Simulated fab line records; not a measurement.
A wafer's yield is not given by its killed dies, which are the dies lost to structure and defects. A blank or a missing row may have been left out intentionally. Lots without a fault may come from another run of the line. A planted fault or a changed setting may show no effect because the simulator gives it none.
A lot that was struck, set against a sound lot + flow n5_finfet + 27 steps out of a route of 1938
Sound: these wafers, L323.1, L323.5, L323.6. Struck: wafers L330.4, L330.5, L330.6. At the end, the cause is stated.
Order at every step that has rows: each side's tool, ch and its chambers, its first start. Under that, the readings that differ: sound wafers + struck wafers + difference of the means + sigmas: that difference in standard deviations of wafers without a fault.
alike: words and numbers the same on both sides, and readings whose means are apart by under 2 such deviations; not compared: readings that were withheld, readings missing a value for some wafer, numbers with overlapping values and no deviation given by the record, and bounds like >300 which may hide the same value.
Wherever a step has rows on one side only, a row that says differs or no value, or a row with sigmas, the two part there. Non-overlapping numbers with no deviation appear without sigmas and do not part them. A reading that every wafer of one side lacks parts them only if that side has two wafers or more.

first, 3 steps without rows for these wafers: N5_BEOL_M14_SPUTTER_44 (material Ta, target thk 15 nm, time 24.19 s); N5_BEOL_M14_SPUTTER_45 (material Cu, target thk 100 nm, time 16.67 s); N5_BEOL_M14_ECD_47 (material Cu, target thk 1248 nm).
N5_BEOL_M14_ANNEAL_48: time 90 s.
  sound on rtp_anneal-02 ch 0, day 11 07:02; struck on rtp_anneal-02 ch 0, day 13 05:59
  alike: wafer_temp_C_max
then, 1 step without rows for these wafers: N5_BEOL_M14_CMP_49 (polishes, stops on SiO2, t overpolish 5.2 s, target thk 560 nm).
N5_BEOL_M14_THK_MEAS_50: measures by xrf.
  sound on film_metro-02, day 11 07:37; struck on film_metro-01, day 13 06:27
  alike: M14_THK
then, 1 step without rows for these wafers: N5_BEOL_M14_PRE_CLEAN_52 (time 15 s).
N5_BEOL_M14_DEP_53: deposits SiCN from 3MS/NH3, target thk 50 nm, time 17.8 s.
  sound on pecvd-03 ch 0,2, day 11 07:41; struck on pecvd-02 ch 0,1,2, day 13 06:32
  alike: chamber_pressure_Torr, showerhead_plenum_p_Torr, showerhead_vpp_V, throttle_valve_pct
  not compared: since_wet_clean_h
N5_BEOL_M14_RS_MEAS_54: the measuring method here is four-point-probe.
  sound on film_metro-01, day 11 07:45; struck on film_metro-02, day 13 06:35
  alike: M14_RS
N5_BEOL_M14_INSPECT_55: inspects for defects (darkfield).
  sound on defect_inspect-02, day 11 07:47; struck on defect_inspect-02, day 13 06:37
  alike: raw_defect_count
N5_BEOL_M15_ILD_DEP_00: deposits SiO2 from TEOS/O2, target thk 1629.3 nm, time 346.1 s.
  sound on pecvd-04 ch 0,1, day 11 07:49; struck on pecvd-01 ch 0,1,2, day 13 06:45
  alike: chamber_pressure_Torr, heater_power_w, showerhead_plenum_p_Torr, showerhead_vpp_V, throttle_valve_pct
  not compared: since_wet_clean_h
N5_BEOL_M15_THK_MEAS_01:
  sound on film_metro-02, day 11 08:10; struck on film_metro-01, day 13 06:53
  alike: M15_ILD_THK
N5_BEOL_M15_COAT_58: time 60 s, resist thk 89 nm.
  sound on litho_track-05 ch 0, day 11 08:13; struck on litho_track-05 ch 0, day 13 06:56
| reading                                    | sound                | struck               | difference | sigmas      |
|--------------------------------------------|----------------------|----------------------|------------|-------------|
| spin_speed_rpm (rpm)                       | 1501.7 1499.4 1499.7 | 1644.6 1644.2 1645.6 | +144.5     | +99 or more |
| model.BARC_of_BEOL_M15_COAT_58.thk_nm (nm) | 89.2 89.2 89.2       | 84.8 85.2 84.8       | -4.3       |             |
then, 7 steps without rows for these wafers: N5_BEOL_M15_COAT_04 (resist thk 800 nm); N5_BEOL_M15_EBR_06; N5_BEOL_M15_SOFTBAKE_05 (time 60 s); N5_BEOL_M15_EXPOSE_07 (exposes mask V14); N5_BEOL_M15_PEB_08 (peb time 90 s); N5_BEOL_M15_DEVELOP_09 (develop time 45 s); N5_BEOL_M15_HARDBAKE_14 (time 120 s).
N5_BEOL_M15_CD_MEAS_10 targets a cd of 360 nm.
  sound on cd_sem-01 ch 0, day 11 08:29; struck on cd_sem-01 ch 0, day 13 07:20
  alike: cd_nm
N5_BEOL_M15_OVL_MEAS_11:
  sound on overlay-02 ch 0, day 11 08:31; struck on overlay-01 ch 0, day 13 07:21
  alike: V14_OVL
N5_BEOL_M15_INSPECT_12: inspects for defects (macro).
  sound on defect_inspect-02, day 11 08:32; struck on defect_inspect-01, day 13 07:23
  alike: raw_defect_count
N5_BEOL_M15_DESCUM_15: chemistry O2, time 7.9 s.
  sound on rie_diel-03 ch 1,2, day 11 08:51; struck on rie_diel-04 ch 0,1,3, day 13 07:26
  alike: drypump_motor_current_A, oes_product_au, rf_vpp_V, showerhead_plenum_p_Torr, temp_c, throttle_valve_pct
  not compared: rf_hours_counter_h
N5_BEOL_M15_ETCH_59: etches BARC in N2/H2, target depth 89 nm, overetch 26.7 nm, time 67.9 s.
  sound on rie_diel-03 ch 1,2, day 11 08:53; struck on rie_diel-04 ch 0,1,3, day 13 07:28
| reading                  | sound            | struck            | difference | sigmas |
|--------------------------|------------------|-------------------|------------|--------|
| model.etch.depth_nm (nm) | 89.1 89.17 89.25 | 84.89 85.16 84.79 | -4.23      |        |
  alike: drypump_motor_current_A, oes_product_au, rf_vpp_V, showerhead_plenum_p_Torr, throttle_valve_pct
  not compared: rf_hours_counter_h
N5_BEOL_M15_VIA_ETCH_16: etches SiO2 in C4F8/O2/Ar, target depth 1792.2 nm.
  sound on rie_diel-03 ch 1,2, day 11 08:56; struck on rie_diel-04 ch 0,1,3, day 13 07:37
  alike: drypump_motor_current_A, oes_product_au, rf_vpp_V, showerhead_plenum_p_Torr, throttle_valve_pct
N5_PASSIVATION_PROBE_49:
  sound on prober-01, day 12 06:22; struck on prober-01, day 14 02:05
| reading            | sound    | struck | difference | sigmas |
|--------------------|----------|--------|------------|--------|
| killed_at_contacts | 29 12 24 | 8 8 1  | -16        | -2     |
  alike: defect_limited_yield, killed_at_M0_to_M3, killed_at_M4_up, killed_at_front_end, killed_at_other, killed_dies, killed_open, killed_short, sort_bin_5_function, sort_bin_6_memory, sort_n_pass, sort_yield_pct

## WHERE THEY PART
First at N5_BEOL_M15_COAT_58; last, within this record, at N5_PASSIVATION_PROBE_49.

WHY: what had been put in by the simulator
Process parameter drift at N5_BEOL_M15_COAT_58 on litho_track-05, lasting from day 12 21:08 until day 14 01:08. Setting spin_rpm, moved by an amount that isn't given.
